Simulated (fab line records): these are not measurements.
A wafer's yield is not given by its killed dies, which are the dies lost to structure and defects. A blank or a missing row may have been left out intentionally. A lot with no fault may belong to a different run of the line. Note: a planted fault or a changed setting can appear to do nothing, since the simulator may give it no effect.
The tool behind it: which one? ; flow nand_harc ; 14 lots, 42 wafers sampled, at 4 steps of a route of 1302

WHAT THE GAUGES SHOWED, per wafer
NHARC_A_ZERO_WELL_INSPECT_17.
lot;measured;on;raw_defect_count
L175;day 6 22:44;defect_inspect-02;12 9 19
L177;day 7 12:11;defect_inspect-02;4 1 5
L181;day 9 08:26;defect_inspect-02;4 2 5
L184;day 10 13:08;defect_inspect-01;10 3 10
L185;day 11 02:02;defect_inspect-01;5 5 3
L188;day 12 05:13;defect_inspect-01;10 8 12
L190;day 12 22:32;defect_inspect-02;15 10 8
L191;day 13 18:41;defect_inspect-02;21 11 3
L192;day 13 21:22;defect_inspect-02;8 10 15
L193;day 14 07:03;defect_inspect-01;11 17 10
L194;day 14 19:01;defect_inspect-02;16 15 19
L195;day 15 12:32;defect_inspect-02;13 11 18
L196;day 16 00:41;defect_inspect-02;12 8 9
L197;day 16 02:59;defect_inspect-02;4 6 10

NHARC_A_ONON_D1_THK_MEAS_05: measures by ellipsometry.
lot;measured;on;thk_nm (nm)
L175;day 7 20:16;film_metro-02;994 994 993
L177;day 8 10:54;film_metro-02;994 992 992
L181;day 10 07:35;film_metro-01;1014 1014 1013
L184;day 11 13:22;film_metro-01;1096 1096 1095
L185;day 11 22:35;film_metro-02;1093 1091 1091
L188;day 13 03:51;film_metro-02;1000 1002 1001
L190;day 13 20:34;film_metro-02;1024 1026 1025
L191;day 14 17:13;film_metro-01;981 984 984
L192;day 14 17:11;film_metro-02;993 993 995
L193;day 15 04:59;film_metro-01;1012 1013 1011
L194;day 15 15:59;film_metro-01;1005 1005 1007
L195;day 16 10:01;film_metro-01;999 1003 1003
L196;day 16 22:11;film_metro-01;1005 1005 1003
L197;day 16 22:10;film_metro-01;1002 1003 1004

NHARC_END_SORT_01.
lot;measured;on;killed_at_array;killed_at_other;killed_at_periphery;killed_dies;killed_open;killed_short
L184;day 28 00:18;prober-02;674 671 674;0 0 0;3 6 3;677 677 677;1 1 1;0 1 2
L185;day 28 01:10;prober-01;670 669 672;2 2 2;5 6 3;677 677 677;3 3 2;2 1 2

WHICH TOOL RAN EACH LOT (tool, then ch and the chambers of the sampled wafers, then the start)
lot;NHARC_A_ONON_D1_DEP_03
L175;pecvd_onon-04 ch 0, day 7 19:44
L177;pecvd_onon-04 ch 0, day 8 10:23
L181;pecvd_onon-02 ch 0, day 10 07:08
L184;pecvd_onon-04 ch 0, day 11 12:52
L185;pecvd_onon-04 ch 0, day 11 22:08
L188;pecvd_onon-03 ch 0, day 13 03:24
L190;pecvd_onon-03 ch 0, day 13 20:10
L191;pecvd_onon-03 ch 0, day 14 16:44
L192;pecvd_onon-02 ch 0, day 14 16:40
L193;pecvd_onon-02 ch 0, day 15 04:35
L194;pecvd_onon-04 ch 0, day 15 15:31
L195;pecvd_onon-04 ch 0, day 16 09:41
L196;pecvd_onon-02 ch 0, day 16 21:44
L197;pecvd_onon-04 ch 0, day 16 21:40
- NHARC_A_ONON_D1_DEP_03: target thk 1000 nm.

WHAT THE TOOLS THEMSELVES READ (means of the sampled wafers that have a number; where no wafer has one, the mark that the record gives instead)
The record holds no such reading with a usual standard deviation.

THE ANSWER, worked out from the rows above alone
Rule: what is usual is taken from the lots themselves. Put in order of their means at a reading, lots are off if they are a third of the lots or fewer, leave a main group of 4 or more, and stand apart from it by a gap of 3 or more times the standard deviation of the main group's means; of several such gaps the widest counts. If all means in a main group match to the digits the tables above print for the reading, that group is not used. A lot without any number at a reading at which 4 lots or more have one is off too. Where the step has rows for the other lots, those lots are counted as sound. The gauges are gone through in route order, then the tools' own readings, and for those a lot's mean is taken as printed above. At the first step where some lot is off, the reading lying furthest off is the one used; lots without a number count as furthest.
Off: L184, L185 (NHARC_A_ONON_D1_THK_MEAS_05, thk_nm). For the main group the mean is 1002 nm and the standard deviation 11.
A tool fits if, at a process step before that reading, it ran every lot that is off, and no sound lot after the first of them. Those tools and the gauges at NHARC_A_ONON_D1_THK_MEAS_05 are tried in the same way. Of those tried, none fits.

WHAT THE SIMULATOR PUT IN
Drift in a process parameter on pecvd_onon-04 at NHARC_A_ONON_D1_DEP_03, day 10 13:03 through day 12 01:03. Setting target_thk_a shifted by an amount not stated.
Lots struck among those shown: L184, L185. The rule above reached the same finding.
